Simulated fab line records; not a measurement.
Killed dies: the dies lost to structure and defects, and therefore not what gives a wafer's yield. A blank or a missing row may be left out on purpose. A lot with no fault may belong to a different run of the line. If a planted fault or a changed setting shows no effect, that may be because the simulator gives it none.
fab line records | flow n5-finfet
record lots=6 | wafers=18 | last-day=18
route steps=1938 shown BEOL_M0_SAQP@632 BEOL_M4@1111 PASSIVATION@1936
lots that met no fault: from a run of the same line without faults
start-h: start of the lot's first displayed wafer, in hours after the record's first day | wait-h: time in hours since the lot's previous step | " the same as in the row above | L1.1+2: one row covering several wafers at once | - either no value or no given start | * or withheld: withheld | < > ~ a bound
route shown NAME@n: NAME is a module with steps in the file, n the number in the route of the first one | usual: mean and standard deviation over wafers with no fault | same: alike in all rows | chamber/n: place in a boat | sites: readings site by site | _std_site: how widely they spread, as a standard deviation | _edge_site: inner sites' mean taken away from outer sites' mean | radius-mm: how far each site lies from the wafer's centre | mask NAME#n: copy n | behind: the most recent tool/chamber to have shaped the wafer | hold: what put the lot on hold/how long, in hours/how the hold closed | device: names the non-switching transistor (n, p or np) | end of line: the same wafers' tests at the end of the route | a step without rows: its recipe alone | killed: count of dies lost to structure and defects at first sort (not the wafer's yield) | map: a wafer's dies, marking killed ones x, the rest . and places with no die _
set.NAME: the setting the step ran with; set.NAME@STEP: the setting that earlier step ran with | model.NAME: the simulator's own value behind a step, which no gauge read
a table for each step, a row for each wafer; lots at some steps of the route
services: the hour from which a tool's chamber was out of use, counted from the record's first day as start-h (under 0 if before that day), plus the number of hours and why
## steps
# step N5_BEOL_M0_SAQP_PECVD_00
# recipe material=SiCN | target-thk-a=80 | temp-c=withheld | precursor=3MS/NH3 | pressure-torr=3 | rf-w=202 | time-s=14
# step N5_BEOL_M0_SAQP_ILD_DEP_01
# recipe material=SiOC | target-thk-a=454.19 | temp-c=350 | precursor=DEMS/O2 | pressure-torr=5 | rf-w=500 | time-s=8.7
# step N5_BEOL_M0_SAQP_HM_DEP_02
# recipe material=TiN | target-thk-a=120 | temp-c=25 | chamber-pressure-pa=0.49996
# step N5_BEOL_M0_SAQP_PECVD_03
# recipe material=SiCN | target-thk-a=120 | temp-c=withheld | precursor=3MS/NH3 | pressure-torr=3 | rf-w=202 | time-s=21.1
# usual showerhead-plenum-p-Torr=3.667/0.016 | throttle-valve-pct=9.0/0.56
lot.wafer | tool     | chamber | start-h | wait-h | showerhead-plenum-p-Torr | throttle-valve-pct
L770.1    | pecvd-04 | 2       | 129.81  | 0.1    | 3.673                    | 7.7
L770.2    | "        | 1       | "       | "      | 3.694                    | 9.0
L770.6    | "        | 1       | "       | "      | 3.690                    | 9.0
L771.1    | pecvd-01 | 1       | 129.84  | 0.1    | 3.647                    | 10.0
L771.4    | "        | 1       | "       | "      | 3.639                    | 9.8
L771.6    | "        | 0       | "       | "      | 3.666                    | 8.6
L776.1    | pecvd-03 | 1       | 144.66  | 0.1    | 3.691                    | 9.2
L776.3    | "        | 2       | "       | "      | 3.654                    | 8.3
L776.6    | "        | 0       | "       | "      | 3.677                    | 8.8
L779.1    | pecvd-01 | 2       | 163.65  | 0.1    | 3.647                    | 9.3
L779.2    | "        | 1       | "       | "      | 3.635                    | 9.7
L779.3    | "        | 0       | "       | "      | 3.651                    | 8.9
L791.1    | pecvd-04 | 1       | 237.80  | 0.1    | 3.683                    | 9.1
L791.3    | "        | 0       | "       | "      | 3.656                    | 9.4
L791.6    | "        | 1       | "       | "      | 3.683                    | 8.9
L792.1    | pecvd-04 | 1       | 254.85  | 0.1    | 3.686                    | 8.9
L792.2    | "        | 0       | "       | "      | 3.666                    | 9.3
L792.3    | "        | 2       | "       | "      | 3.668                    | 8.2
# step N5_BEOL_M0_SAQP_PECVD_96
# recipe material=a-Si | target-thk-a=450 | temp-c=350 | precursor=SiH4/He | pressure-torr=3 | rf-w=100 | time-s=45.2
# step N5_BEOL_M0_SAQP_PECVD_97
# recipe material=SiNx | target-thk-a=230 | temp-c=350 | precursor=SiH4/NH3/N2 | pressure-torr=1.5 | rf-w=300 | time-s=19.9
# usual heater-power-w=561/50 | showerhead-plenum-p-Torr=5.15/0.076 | throttle-valve-pct=39.5/2.4
lot.wafer | tool     | chamber | start-h | wait-h | heater-power-w | showerhead-plenum-p-Torr | throttle-valve-pct
L770.1    | pecvd-04 | 2       | 129.89  | 0.0    | 497            | 5.16                     | 34.8
L770.2    | "        | 1       | "       | "      | 529            | 5.25                     | 39.5
L770.6    | "        | 1       | "       | "      | 516            | 5.25                     | 39.6
L771.1    | pecvd-01 | 1       | 129.92  | 0.0    | 529            | 5.01                     | 43.1
L771.4    | "        | 1       | "       | "      | 530            | 5.01                     | 42.9
L771.6    | "        | 0       | "       | "      | 552            | 5.10                     | 37.8
L776.1    | pecvd-03 | 1       | 144.74  | 0.0    | 521            | 5.24                     | 40.6
L776.3    | "        | 2       | "       | "      | 549            | 5.12                     | 38.0
L776.6    | "        | 0       | "       | "      | 532            | 5.20                     | 40.7
L779.1    | pecvd-01 | 2       | 163.73  | 0.0    | 677            | 5.06                     | 40.7
L779.2    | "        | 1       | "       | "      | 516            | 4.99                     | 43.3
L779.3    | "        | 0       | "       | "      | 573            | 5.11                     | 38.0
L791.1    | pecvd-04 | 1       | 237.88  | 0.0    | 601            | 5.24                     | 39.5
L791.3    | "        | 0       | "       | "      | 549            | 5.15                     | 41.7
L791.6    | "        | 1       | "       | "      | 607            | 5.26                     | 39.3
L792.1    | pecvd-04 | 1       | 254.93  | 0.0    | 587            | 5.26                     | 39.7
L792.2    | "        | 0       | "       | "      | 647            | 5.14                     | 41.1
L792.3    | "        | 2       | "       | "      | 538            | 5.18                     | 35.5
# step N5_BEOL_M0_SAQP_PECVD_04
# recipe material=a-Si | target-thk-a=600 | temp-c=350 | precursor=SiH4/He | pressure-torr=3 | rf-w=100 | time-s=60.2
# usual heater-power-w=628/52 | showerhead-plenum-p-Torr=5.67/0.056 | throttle-valve-pct=18.0/1.1
lot.wafer | tool     | chamber | start-h | wait-h | heater-power-w | showerhead-plenum-p-Torr | throttle-valve-pct
L770.1    | pecvd-04 | 2       | 129.92  | 0.0    | 584            | 5.69                     | 16.2
L770.2    | "        | 1       | "       | "      | 640            | 5.76                     | 18.1
L770.6    | "        | 1       | "       | "      | 654            | 5.77                     | 18.1
L771.1    | pecvd-01 | 1       | 129.96  | 0.0    | 620            | 5.56                     | 19.4
L771.4    | "        | 1       | "       | "      | 627            | 5.55                     | 19.5
L771.6    | "        | 0       | "       | "      | 649            | 5.65                     | 17.1
L776.1    | pecvd-03 | 1       | 144.77  | 0.0    | 599            | 5.75                     | 18.5
L776.3    | "        | 2       | "       | "      | 627            | 5.66                     | 17.3
L776.6    | "        | 0       | "       | "      | 526            | 5.70                     | 18.8
L779.1    | pecvd-01 | 2       | 163.76  | 0.0    | 697            | 5.61                     | 18.7
L779.2    | "        | 1       | "       | "      | 598            | 5.57                     | 19.7
L779.3    | "        | 0       | "       | "      | 609            | 5.63                     | 17.3
L791.1    | pecvd-04 | 1       | 237.92  | 0.0    | 690            | 5.77                     | 17.8
L791.3    | "        | 0       | "       | "      | 693            | 5.67                     | 18.9
L791.6    | "        | 1       | "       | "      | 563            | 5.75                     | 17.9
L792.1    | pecvd-04 | 1       | 254.97  | 0.0    | 608            | 5.75                     | 18.0
L792.2    | "        | 0       | "       | "      | 639            | 5.68                     | 18.8
L792.3    | "        | 2       | "       | "      | 529            | 5.69                     | 16.3
# step N5_BEOL_M0_SAQP_THK_MEAS_05
# usual thk-nm=59.9/0.79
lot.wafer | tool          | chamber | start-h | wait-h | thk-nm
L770.1    | film-metro-01 | -       | 130.02  | 0.1    | 59.7
L770.2    | "             | -       | "       | "      | 59.0
L770.6    | "             | -       | "       | "      | 60.2
L771.1    | film-metro-02 | -       | 130.05  | 0.1    | 59.4
L771.4    | "             | -       | "       | "      | 59.6
L771.6    | "             | -       | "       | "      | 60.6
L776.1    | film-metro-02 | -       | 144.87  | 0.1    | 60.8
L776.3    | "             | -       | "       | "      | 60.9
L776.6    | "             | -       | "       | "      | 61.5
L779.1    | film-metro-01 | -       | 163.86  | 0.1    | 59.9
L779.2    | "             | -       | "       | "      | 59.1
L779.3    | "             | -       | "       | "      | 59.6
L791.1    | film-metro-01 | -       | 238.01  | 0.1    | 59.4
L791.3    | "             | -       | "       | "      | 59.8
L791.6    | "             | -       | "       | "      | 60.1
L792.1    | film-metro-02 | -       | 255.06  | 0.1    | 59.3
L792.2    | "             | -       | "       | "      | 60.2
L792.3    | "             | -       | "       | "      | 59.1
# step N5_BEOL_M0_SAQP_HM_DEP_111
# recipe material=SiO2 | target-thk-a=120 | temp-c=400 | precursor=SiH4/N2O | pressure-torr=0.75 | rf-w=275 | time-s=7.2
# usual heater-power-w=782/76 | showerhead-plenum-p-Torr=8.18/0.15
lot.wafer | tool     | chamber | start-h | wait-h | heater-power-w | showerhead-plenum-p-Torr
L770.1    | pecvd-03 | 2       | 130.13  | 0.1    | 912            | 8.12
L770.2    | "        | 0       | "       | "      | 746            | 8.26
L770.6    | "        | 1       | "       | "      | 720            | 8.37
L771.1    | pecvd-04 | 1       | 130.17  | 0.1    | 702            | 8.36
L771.4    | "        | 2       | "       | "      | 762            | 8.23
L771.6    | "        | 0       | "       | "      | 857            | 8.16
L776.1    | pecvd-01 | 0       | 144.91  | 0.0    | 862            | 8.07
L776.3    | "        | 1       | "       | "      | 688            | 7.85
L776.6    | "        | 2       | "       | "      | 848            | 8.01
L779.1    | pecvd-03 | 2       | 163.90  | 0.0    | 847            | 8.13
L779.2    | "        | 1       | "       | "      | 822            | 8.35
L779.3    | "        | 0       | "       | "      | 722            | 8.22
L791.1    | pecvd-03 | 2       | 238.05  | 0.0    | 864            | 8.14
L791.3    | "        | 0       | "       | "      | 730            | 8.24
L791.6    | "        | 0       | "       | "      | 728            | 8.24
L792.1    | pecvd-04 | 0       | 255.10  | 0.0    | 928            | 8.16
L792.2    | "        | 1       | "       | "      | 873            | 8.35
L792.3    | "        | 2       | "       | "      | 778            | 8.22
# step N5_BEOL_M0_SAQP_COAT_81
# recipe resist=SOC | temp-c=250 | time-s=60 | spin-rpm=1500 | resist-thk-nm=100
# step N5_BEOL_M0_SAQP_COAT_82
# recipe resist=SiARC | temp-c=220 | time-s=60 | spin-rpm=1500 | resist-thk-nm=30
# step N5_BEOL_M0_SAQP_COAT_08
# recipe resist=CAR-ArF | spin-rpm=1500 | resist-thk-nm=90
# usual spin-speed-rpm=1500.0/0.96
lot.wafer | tool           | chamber | start-h | wait-h | spin-speed-rpm | model.CAR-ArF_of_BEOL_M0_SAQP_COAT_08.thk-nm
L770.1    | litho-track-05 | 0       | 130.22  | -      | 1501.6         | 90.4
L770.2    | "              | 0       | "       | "      | 1501.6         | 90.4
L770.6    | "              | 0       | "       | "      | 1499.3         | 90.4
L771.1    | litho-track-01 | 0       | 130.25  | -      | 1501.8         | 90.4
L771.4    | "              | 0       | "       | "      | 1499.7         | 90.4
L771.6    | "              | 0       | "       | "      | 1498.8         | 90.2
L776.1    | litho-track-05 | 0       | 144.99  | -      | 1564.5         | 88.4
L776.3    | "              | 0       | "       | "      | 1563.0         | 88.4
L776.6    | "              | 0       | "       | "      | 1563.3         | 88.4
L779.1    | litho-track-05 | 0       | 163.98  | -      | 1563.3         | 88
L779.2    | "              | 0       | "       | "      | 1562.6         | 88
L779.3    | "              | 0       | "       | "      | 1563.0         | 88
L791.1    | litho-track-02 | 0       | 238.13  | -      | 1498.3         | 90
L791.3    | "              | 0       | "       | "      | 1499.7         | 89.6
L791.6    | "              | 0       | "       | "      | 1499.9         | 90
L792.1    | litho-track-05 | 0       | 255.18  | -      | 1500.8         | 89.6
L792.2    | "              | 0       | "       | "      | 1499.8         | 89.6
L792.3    | "              | 0       | "       | "      | 1499.7         | 89.4
# step N5_BEOL_M0_SAQP_EBR_10
# recipe solvent=PGMEA | ebr-width-mm=1.5
# step N5_BEOL_M0_SAQP_SOFTBAKE_09
# recipe temp-c=110 | time-s=60 | resist=CAR-ArF
# step N5_BEOL_M0_SAQP_EXPOSE_11
# recipe mask-id=M0_CORE | na=1.35 | source-shape=dipole | sigma-inner=0.538 | sigma-outer=0.738 | polarization=te | target-cd-nm=42 | dose-mj=55
# step N5_BEOL_M0_SAQP_PEB_12
# recipe peb-temp-c=withheld | peb-time-s=60 | resist=CAR-ArF
# step N5_BEOL_M0_SAQP_DEVELOP_13
# recipe develop-time-s=30 | developer=TMAH | resist=CAR-ArF | dev-temp-c=23 | rinse-liquid=diw | dry=air-spin
# step N5_BEOL_M0_SAQP_CD_MEAS_14
# recipe target-cd-nm=42.5 | landing-energy-ev=500 | detector=se-inlens
# usual cd-nm=42.4/0.38
lot.wafer | tool      | chamber | start-h | wait-h | cd-nm
L770.1    | cd-sem-03 | 0       | 130.50  | -      | 42.1
L770.2    | "         | 0       | "       | "      | 42.1
L770.6    | "         | 0       | "       | "      | 42.2
L771.1    | cd-sem-01 | 0       | 130.67  | -      | 42.5
L771.4    | "         | 0       | "       | "      | 42.6
L771.6    | "         | 0       | "       | "      | 42.9
L776.1    | cd-sem-02 | 0       | 145.39  | -      | 41.8
L776.3    | "         | 0       | "       | "      | 42.2
L776.6    | "         | 0       | "       | "      | 42.8
L779.1    | cd-sem-02 | 0       | 164.34  | -      | 42.6
L779.2    | "         | 0       | "       | "      | 42.6
L779.3    | "         | 0       | "       | "      | 42.6
L791.1    | cd-sem-02 | 0       | 238.50  | -      | 42.2
L791.3    | "         | 0       | "       | "      | 42.0
L791.6    | "         | 0       | "       | "      | 42.2
L792.1    | cd-sem-01 | 0       | 255.68  | -      | 41.8
L792.2    | "         | 0       | "       | "      | 42.0
L792.3    | "         | 0       | "       | "      | 41.7
# step N5_BEOL_M0_SAQP_OVL_MEAS_15
# recipe points-per-wafer=44
# usual M0_CORE_OVL=0.2/0.8
lot.wafer | tool       | chamber | start-h | wait-h | M0_CORE_OVL[nm]
L770.1    | overlay-01 | 0       | 130.53  | 0.0    | -0.3
L770.2    | "          | 0       | "       | "      | 0.8
L770.6    | "          | 0       | "       | "      | -0.2
L771.1    | overlay-02 | 0       | 130.70  | 0.0    | 0.7
L771.4    | "          | 0       | "       | "      | 0.7
L771.6    | "          | 0       | "       | "      | 1.5
L776.1    | overlay-02 | 0       | 145.42  | 0.0    | 0.5
L776.3    | "          | 0       | "       | "      | 0.7
L776.6    | "          | 0       | "       | "      | -0.9
L779.1    | overlay-01 | 0       | 164.37  | 0.0    | 1.0
L779.2    | "          | 0       | "       | "      | 1.3
L779.3    | "          | 0       | "       | "      | -0.4
L791.1    | overlay-01 | 0       | 238.53  | 0.0    | 0.8
L791.3    | "          | 0       | "       | "      | 0.2
L791.6    | "          | 0       | "       | "      | 0.0
L792.1    | overlay-01 | 0       | 255.71  | 0.0    | 1.0
L792.2    | "          | 0       | "       | "      | 0.4
L792.3    | "          | 0       | "       | "      | -0.7
# step N5_BEOL_M0_SAQP_INSPECT_16
# recipe mode=adi | inspect-instrument=brightfield
# usual raw-defect-count=527/140
lot.wafer | tool              | chamber | start-h | wait-h | raw-defect-count
L770.1    | defect-inspect-01 | -       | 130.56  | 0.0    | 472
L770.2    | "                 | -       | "       | "      | 384
L770.6    | "                 | -       | "       | "      | 392
L771.1    | defect-inspect-02 | -       | 130.72  | 0.0    | 378
L771.4    | "                 | -       | "       | "      | 411
L771.6    | "                 | -       | "       | "      | 436
L776.1    | defect-inspect-01 | -       | 145.44  | 0.0    | 410
L776.3    | "                 | -       | "       | "      | 340
L776.6    | "                 | -       | "       | "      | 360
L779.1    | defect-inspect-01 | -       | 164.40  | 0.0    | 404
L779.2    | "                 | -       | "       | "      | 429
L779.3    | "                 | -       | "       | "      | 647
L791.1    | defect-inspect-02 | -       | 238.55  | 0.0    | 260
L791.3    | "                 | -       | "       | "      | 327
L791.6    | "                 | -       | "       | "      | 610
L792.1    | defect-inspect-02 | -       | 255.73  | 0.0    | 476
L792.2    | "                 | -       | "       | "      | 624
L792.3    | "                 | -       | "       | "      | 582
# step N5_BEOL_M0_SAQP_DESCUM_19
# recipe chemistry=O2 | time-s=7.9 | source-power-w=50 | bias-power-w=20 | pressure-mtorr=20 | rf-frequency-hz=2.712e+07 | temp-c=40 | resist=CAR-ArF | o2-flow-sccm=225
# usual drypump-motor-current-A=5.7/0.42 | oes-product-au=0.79/0.085 | rf-vpp-V=242.9/1.5 | showerhead-plenum-p-Torr=2.08/0.078 | throttle-valve-pct=20.45/0.25
lot.wafer | tool        | chamber | start-h | wait-h | drypump-motor-current-A | oes-product-au | rf-hours-counter-h | rf-vpp-V | showerhead-plenum-p-Torr | throttle-valve-pct
L770.1    | rie-diel-02 | 2       | 130.68  | 0.1    | 5.7                     | 0.69           | 208                | 242.4    | 2.06                     | 20.19
L770.2    | "           | 1       | "       | "      | 5.2                     | 0.94           | 10                 | 241.2    | 2.06                     | 20.05
L770.6    | "           | 3       | "       | "      | 5.5                     | 0.74           | -                  | 242.6    | 2.10                     | 20.49
L771.1    | rie-diel-03 | 0       | 130.96  | 0.2    | 5.4                     | 0.73           | 168                | 243.5    | 2.11                     | 20.96
L771.4    | "           | 2       | "       | "      | 5.7                     | 0.89           | 39                 | 244.0    | 2.13                     | 20.37
L771.6    | "           | 2       | "       | "      | 5.7                     | 0.88           | -                  | 245.7    | 2.13                     | 20.35
L776.1    | rie-diel-04 | 0       | 145.48  | 0.0    | 6.4                     | 0.79           | 100                | 240.4    | 1.94                     | 20.52
L776.3    | "           | 1       | "       | "      | 6.2                     | 0.82           | 85                 | 245.4    | 2.09                     | 20.19
L776.6    | "           | 1       | "       | "      | 6.2                     | 0.81           | -                  | 242.5    | 2.10                     | 20.17
L779.1    | rie-diel-02 | 0       | 164.43  | 0.0    | 5.0                     | 0.79           | 142                | 240.5    | 1.93                     | 20.55
L779.2    | "           | 1       | "       | "      | 5.2                     | 0.92           | 20                 | 242.6    | 2.05                     | 20.06
L779.3    | "           | 2       | "       | "      | 5.8                     | 0.69           | 220                | 242.4    | 2.05                     | 20.21
L791.1    | rie-diel-02 | 3       | 238.59  | 0.0    | 5.4                     | 0.72           | 179                | 242.3    | 2.09                     | 20.56
L791.3    | "           | 1       | "       | "      | 5.2                     | 0.89           | 39                 | 241.8    | 2.05                     | 20.07
L791.6    | "           | 3       | "       | "      | 5.4                     | 0.71           | -                  | 243.4    | 2.09                     | 20.55
L792.1    | rie-diel-03 | 1       | 256.15  | 0.4    | 5.8                     | 0.92           | 23                 | 245.1    | 2.13                     | 20.27
L792.2    | "           | 0       | "       | "      | 5.4                     | 0.70           | 206                | 245.2    | 2.09                     | 21.04
L792.3    | "           | 3       | "       | "      | 6.3                     | 0.79           | 125                | 244.1    | 2.19                     | 20.48
# step N5_BEOL_M0_SAQP_ETCH_83
# recipe chemistry=CF4 | target=SiARC | target-depth-a=390 | mask-material=CAR-ArF | time-s=65 | ion-energy-ev=80 | pressure-mtorr=40 | source-w=545 | bias-w=36 | Ar_flow_sccm=100 | cf4-flow-sccm=100 | ends=cleared
# usual drypump-motor-current-A=5.7/0.41 | etch-rf-on-time-s=64.8/1.3 | oes-product-au=0.68/0.071 | rf-vpp-V=183.9/1.2 | showerhead-plenum-p-Torr=2.13/0.074 | throttle-valve-pct=15.64/0.23
lot.wafer | tool        | chamber | start-h | wait-h | drypump-motor-current-A | etch-rf-on-time-s | oes-product-au | rf-hours-counter-h | rf-vpp-V | showerhead-plenum-p-Torr | throttle-valve-pct | model.CAR-ArF_of_BEOL_M0_SAQP_COAT_08.thk-nm
L770.1    | rie-diel-02 | 2       | 130.72  | 0.0    | 5.7                     | 65.5              | 0.59           | 208                | 184.2    | 2.13                     | 15.57              | 56
L770.2    | "           | 1       | "       | "      | 5.2                     | 64.5              | 0.80           | 10                 | 185.3    | 2.10                     | 15.13              | 56
L770.6    | "           | 3       | "       | "      | 5.5                     | 65.8              | 0.63           | -                  | 184.5    | 2.14                     | 15.63              | 56.2
L771.1    | rie-diel-03 | 0       | 131.00  | 0.0    | 5.4                     | 64.8              | 0.63           | 168                | 183.8    | 2.15                     | 16.05              | 56
L771.4    | "           | 2       | "       | "      | 5.7                     | 64.5              | 0.74           | 39                 | 184.5    | 2.17                     | 15.54              | 55.8
L771.6    | "           | 2       | "       | "      | 5.7                     | 64.0              | 0.76           | -                  | 184.4    | 2.17                     | 15.54              | 55.6
L776.1    | rie-diel-04 | 0       | 145.51  | 0.0    | 6.4                     | 66.3              | 0.68           | 100                | 183.5    | 2.01                     | 15.74              | 53.8
L776.3    | "           | 1       | "       | "      | 6.2                     | 62.0              | 0.71           | 85                 | 182.7    | 2.17                     | 15.50              | 53.8
L776.6    | "           | 1       | "       | "      | 6.2                     | 62.9              | 0.70           | -                  | 185.6    | 2.17                     | 15.51              | 53.8
L779.1    | rie-diel-02 | 0       | 164.47  | 0.0    | 5.0                     | 64.6              | 0.67           | 142                | 182.6    | 1.99                     | 15.72              | 53.4
L779.2    | "           | 1       | "       | "      | 5.2                     | 63.6              | 0.78           | 20                 | 183.9    | 2.10                     | 15.18              | 53.4
L779.3    | "           | 2       | "       | "      | 5.8                     | 64.5              | 0.59           | 220                | 183.1    | 2.12                     | 15.60              | 53.6
L791.1    | rie-diel-02 | 3       | 238.62  | 0.0    | 5.4                     | 65.2              | 0.61           | 179                | 183.7    | 2.13                     | 15.68              | 55.6
L791.3    | "           | 1       | "       | "      | 5.2                     | 63.6              | 0.75           | 39                 | 183.2    | 2.09                     | 15.20              | 55.2
L791.6    | "           | 3       | "       | "      | 5.5                     | 65.0              | 0.61           | -                  | 183.3    | 2.13                     | 15.69              | 55.6
L792.1    | rie-diel-03 | 1       | 256.18  | 0.0    | 5.8                     | 62.7              | 0.79           | 23                 | 185.1    | 2.18                     | 15.41              | 54.8
L792.2    | "           | 0       | "       | "      | 5.4                     | 64.7              | 0.61           | 206                | 183.9    | 2.14                     | 16.12              | 55
L792.3    | "           | 3       | "       | "      | 6.3                     | 65.2              | 0.67           | 125                | 184.0    | 2.24                     | 15.73              | 54.8
# step N5_BEOL_M0_SAQP_ETCH_84
# recipe chemistry=N2/H2 | target=SOC | target-depth-a=1000 | overetch-a=200 | mask-material=SiARC | temp-c=40 | time-s=150 | ion-energy-ev=200 | pressure-mtorr=30 | source-w=840 | bias-w=150 | n2-flow-sccm=200 | h2-flow-sccm=200
# step N5_BEOL_M4_RC_MEAS_101
# usual DIBL_N=36.0/1.7 | DIBL_P=36.2/2.3 | IOFF_N=0.16/0.03 | IOFF_P=0.21/0.036 | ION_N=679/11 | ION_P=465/7.1 | SS_N=71.4/0.58 | SS_P=73.3/0.75 | VT_N=249/3.1 | VT_P=-251/3.5
lot.wafer | tool      | chamber | start-h | wait-h | DIBL_N[mV/V] | DIBL_P[mV/V] | IOFF_N[nA/um] | IOFF_P[nA/um] | ION_N[uA/um] | ION_P[uA/um] | SS_N[mV/dec] | SS_P[mV/dec] | VT_N[mV] | VT_P[mV]
L771.1    | prober-01 | 0       | 189.08  | 0.0    | 33.8         | 33.3         | 0.13          | 0.17          | 673          | 462          | 70.6         | 72.4         | 253      | -251
L771.4    | "         | 0       | "       | "      | 35.8         | 36.5         | 0.18          | 0.23          | 692          | 472          | 70.8         | 73.1         | 246      | -248
L771.6    | "         | 0       | "       | "      | 33.3         | 32.1         | 0.12          | 0.17          | 662          | 449          | 70.9         | 72.0         | 253      | -256
L770.1    | prober-02 | 0       | 190.71  | 0.0    | 39.3         | 38.5         | 0.20          | 0.27          | 696          | 472          | 72.0         | 74.8         | 246      | -246
L770.2    | "         | 0       | "       | "      | 37.4         | 37.0         | 0.17          | 0.25          | 673          | 467          | 71.2         | 73.1         | 249      | -246
L770.6    | "         | 0       | "       | "      | 35.4         | 34.0         | 0.14          | 0.20          | 670          | 457          | 72.0         | 73.1         | 250      | -250
L776.1    | prober-02 | 0       | 207.12  | 0.4    | 36.4         | 36.9         | 0.16          | 0.22          | 685          | 470          | 72.0         | 73.4         | 249      | -249
L776.3    | "         | 0       | "       | "      | 34.6         | 35.0         | 0.14          | 0.20          | 674          | 464          | 71.0         | 73.2         | 252      | -252
L776.6    | "         | 0       | "       | "      | 35.5         | 36.3         | 0.16          | 0.22          | 687          | 477          | 71.2         | 74.2         | 249      | -247
L779.1    | prober-01 | 0       | 230.08  | 0.0    | 33.1         | 33.0         | 0.10          | 0.15          | 653          | 456          | 70.4         | 72.3         | 257      | -254
L779.2    | "         | 0       | "       | "      | 36.4         | 37.6         | 0.16          | 0.21          | 667          | 462          | 71.3         | 74.3         | 252      | -252
L779.3    | "         | 0       | "       | "      | 37.3         | 38.6         | 0.17          | 0.24          | 679          | 468          | 71.8         | 74.1         | 250      | -249
L791.1    | prober-01 | 0       | 313.62  | 0.0    | 38.6         | 37.5         | 0.18          | 0.24          | 684          | 469          | 71.9         | 73.9         | 246      | -247
L791.3    | "         | 0       | "       | "      | 37.3         | 36.1         | 0.18          | 0.21          | 706          | 474          | 71.2         | 73.2         | 247      | -251
L791.6    | "         | 0       | "       | "      | 36.4         | 35.1         | 0.15          | 0.20          | 687          | 461          | 70.8         | 73.6         | 247      | -250
L792.1    | prober-02 | 0       | 320.85  | 0.0    | 40.9         | 42.9         | 0.25          | 0.31          | 697          | 469          | 72.0         | 74.5         | 242      | -244
L792.2    | "         | 0       | "       | "      | 34.9         | 37.2         | 0.15          | 0.21          | 676          | 467          | 71.2         | 72.6         | 250      | -249
L792.3    | "         | 0       | "       | "      | 34.0         | 35.8         | 0.13          | 0.17          | 665          | 456          | 70.7         | 72.6         | 254      | -252
# step N5_PASSIVATION_PROBE_49
# usual defect-limited-yield=91.3/1.5 | killed_at_M0_to_M3=31/11 | killed_at_M4_up=14/5.1 | killed-at-contacts=12/5.6 | killed-at-front-end=42/12 | killed-at-other=3.8/2.9 | killed-dies=103/18 | killed-open=67/14 | killed-short=33/8 | sort_bin_5_function=5.1/1 | sort_bin_6_memory=3.2/0.75 | sort-n-pass=1077/18 | sort-yield-pct=91.3/1.5
# same gross-dies=1180 | killed-at-back-side=0 | sort_bin_4_leakage[%]=0 | sort_bin_8_speed[%]=0
lot.wafer | tool      | chamber | start-h | wait-h | defect-limited-yield[%] | killed_at_M0_to_M3 | killed_at_M4_up | killed-at-contacts | killed-at-front-end | killed-at-other | killed-dies | killed-open | killed-short | sort_bin_5_function[%] | sort_bin_6_memory[%] | sort-n-pass | sort-yield-pct[%]
L776.1    | prober-01 | -       | 331.47  | 0.0    | 88.3                    | 41                 | 30              | 9                  | 55                  | 3               | 138         | 102         | 34           | 7.0                    | 4.3                  | 1042        | 88.3
L776.3    | prober-01 | -       | 331.57  | 0.1    | 90.1                    | 26                 | 15              | 7                  | 67                  | 2               | 117         | 84          | 30           | 6.2                    | 3.6                  | 1063        | 90.1
L776.6    | prober-01 | -       | 331.72  | 0.3    | 92.5                    | 27                 | 13              | 13                 | 34                  | 2               | 89          | 70          | 19           | 5.3                    | 2.1                  | 1091        | 92.5
# killed by level:class
L776.1 STI_FIN_REVEAL:geometric-particle:open=22 BEOL_M4:geometric-particle:open=19 BEOL_M0_SAQP:geometric-particle:open=10 MOL_CONTACT_COAG:geometric-particle:open=9 BEOL_M3:geometric-particle:open=9 BEOL_M2:geometric-particle:open=7 GATE_CUT:geometric-particle:short=6 STARTING-WAFER:geometric-particle:short=5
L776.3 STI_FIN_REVEAL:geometric-particle:open=30 BEOL_M1:geometric-particle:open=10 GATE_CUT:geometric-particle:short=9 BEOL_M4:geometric-particle:open=8 STI_FIN_REVEAL:geometric-particle:short=5 BEOL_M2:geometric-particle:open=5 MOL_CONTACT_COAG:geometric-particle:open=5 GATE_CUT:geometric-particle:open=4
L776.6 STI_FIN_REVEAL:geometric-particle:open=14 MOL_CONTACT_COAG:geometric-particle:open=12 BEOL_M0_SAQP:geometric-particle:open=9 BEOL_M1:geometric-particle:open=7 BEOL_M4:geometric-particle:open=5 BEOL_M3:geometric-particle:open=5 BEOL_M8:geometric-particle:open=4 GATE_CUT:geometric-particle:short=4
## services
tool           | chamber | start-h | hours | kind
pecvd-03       | 1       | 110.42  | 2.1   | scheduled-down
pecvd-03       | -       | 122.25  | 2.5   | repair
pecvd-01       | -       | 132.82  | 0.8   | repair
pecvd-03       | -       | 133.85  | 2.2   | repair
rie-diel-04    | 3       | 136.92  | -     | clean
rie-diel-04    | 3       | 136.92  | -     | consumable-replace:focus-ring
rie-diel-04    | 3       | 136.92  | 28.0  | scheduled-down
rie-diel-04    | 3       | 136.92  | 28.0  | vent-cycle
pecvd-04       | 0       | 137.74  | 5.5   | scheduled-down
pecvd-04       | -       | 144.83  | 28.1  | pm
rie-diel-03    | 1       | 144.94  | 3.3   | repair
rie-diel-03    | 1       | 148.25  | -     | clean
rie-diel-03    | 1       | 148.25  | -     | consumable-replace:esc
rie-diel-03    | 1       | 148.25  | -     | consumable-replace:focus-ring
rie-diel-03    | 1       | 148.25  | 23.6  | scheduled-down
rie-diel-03    | 1       | 148.25  | 23.6  | vent-cycle
pecvd-01       | -       | 167.36  | 1.7   | repair
pecvd-01       | 2       | 170.77  | -     | calibration
pecvd-03       | 1       | 184.01  | 5.0   | scheduled-down
litho-track-05 | -       | 190.79  | -     | consumable-replace:filter
rie-diel-02    | -       | 197.02  | 0.7   | repair
pecvd-01       | -       | 200.16  | 2.8   | pm
rie-diel-02    | 1       | 204.40  | 10.7  | repair
rie-diel-03    | 0       | 239.43  | 7.2   | repair
## key
first-sign step=N5_BEOL_M0_SAQP_COAT_08 | reading=spin-speed-rpm | direction=up | sigmas=66 | usual=* | struck=*
effect none on later readings
model-effect step=N5_BEOL_M0_SAQP_COAT_08 | value=CAR-ArF_of_BEOL_M0_SAQP_COAT_08.thk-nm | without=90 | struck=88.2
model-effect step=N5_BEOL_M0_SAQP_ETCH_83 | value=CAR-ArF_of_BEOL_M0_SAQP_COAT_08.thk-nm | without=55.43 | struck=53.63
met-at N5_BEOL_M0_SAQP_COAT_08
struck-wafers L776.1,L776.3,L776.6,L779.1,L779.2,L779.3
onset-between 130.22 144.99
fault kind=process-parameter-drift | tool=litho-track-05 | chamber=- | onset-h=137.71 | steps=N5_BEOL_M0_SAQP_COAT_08 | channel=spin-rpm | offset=* | shape=step | end-h=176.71 | acts-in=* | stated=*
